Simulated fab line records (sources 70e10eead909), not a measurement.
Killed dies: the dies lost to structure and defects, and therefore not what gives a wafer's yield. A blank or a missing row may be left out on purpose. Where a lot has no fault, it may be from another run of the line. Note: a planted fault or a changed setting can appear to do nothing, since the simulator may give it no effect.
Which tool was responsible? -- flow nandHarc -- 6 lots, 18 wafers sampled, at 4 steps of a route of 1302

WHAT EACH GAUGE READ, for each wafer
NHARC_P_BONDPAD_THK_MEAS_20: measures by xrf.
lot,measured,on,thkNm (nm)
L307,day 7 17:01,filmMetro-01,158.3 159.4 160.2
L309,day 8 12:47,filmMetro-01,163.3 162.3 160.2
L312,day 9 14:31,filmMetro-01,159.1 156.1 159.0
L316,day 11 08:41,filmMetro-02,161.7 160.5 158.0
L322,day 14 01:17,filmMetro-01,163.4 162.1 159.0
L324,day 14 19:43,filmMetro-01,162.3 164.1 163.5

WHICH TOOL RAN EACH LOT (tool, then ch and the chambers of the sampled wafers, then the start)
lot,NHARC_P_M2_DEP_33,NHARC_P_BONDPAD_CMP_32,NHARC_P_BONDPAD_ETCH_24
L307,"pecvd-04 ch 0,1, day 7 12:50","cmp-01 ch 0,1,2, day 7 13:39","rieDiel-03 ch 0,1,3, day 7 15:13"
L309,"pecvd-01 ch 0,1, day 8 08:17","cmp-02 ch 0,2, day 8 09:23","rieDiel-05 ch 0,1,2, day 8 10:58"
L312,"pecvd-02 ch 0,1,2, day 9 10:15","cmp-01 ch 0,1,3, day 9 11:02","rieDiel-03 ch 0,2,3, day 9 12:34"
L316,"pecvd-01 ch 0,1,2, day 11 04:31","cmp-02 ch 1,2,3, day 11 05:19","rieDiel-03 ch 0,1,2, day 11 06:53"
L322,"pecvd-01 ch 0,1,2, day 13 21:14","cmp-01 ch 1,2,3, day 13 21:57","rieDiel-05 ch 0,1,2, day 13 23:29"
L324,"pecvd-01 ch 0,1,2, day 14 15:35","cmp-04 ch 0,1,3, day 14 16:29","rieDiel-05 ch 1,2, day 14 17:53"
- NHARC_P_M2_DEP_33: deposits SiCN, target thk 30 nm.
- NHARC_P_BONDPAD_CMP_32: polishes SiCN, target thk 200 nm.
- NHARC_P_BONDPAD_ETCH_24: etches the open film in CF4/N2, target depth 30 nm, time 72.99 s.

THE ANSWER, worked out from the rows above alone
Rule: the lots themselves supply what counts as usual. Put in order of their means at a reading, lots are off if they are a third of the lots or fewer, leave a main group of 4 or more, and stand apart from it by a gap of 3 or more times the standard deviation of the main group's means; of several such gaps the widest counts. A main group is skipped when, at the precision printed for the reading in the tables above, its means are all equal. Also off: a lot with no number at a reading for which 4 or more lots have one. The other lots that the step has rows for count as sound.
None of the lots is off at any reading shown; this tells nothing.

WHAT WAS PUT IN BY THE SIMULATOR
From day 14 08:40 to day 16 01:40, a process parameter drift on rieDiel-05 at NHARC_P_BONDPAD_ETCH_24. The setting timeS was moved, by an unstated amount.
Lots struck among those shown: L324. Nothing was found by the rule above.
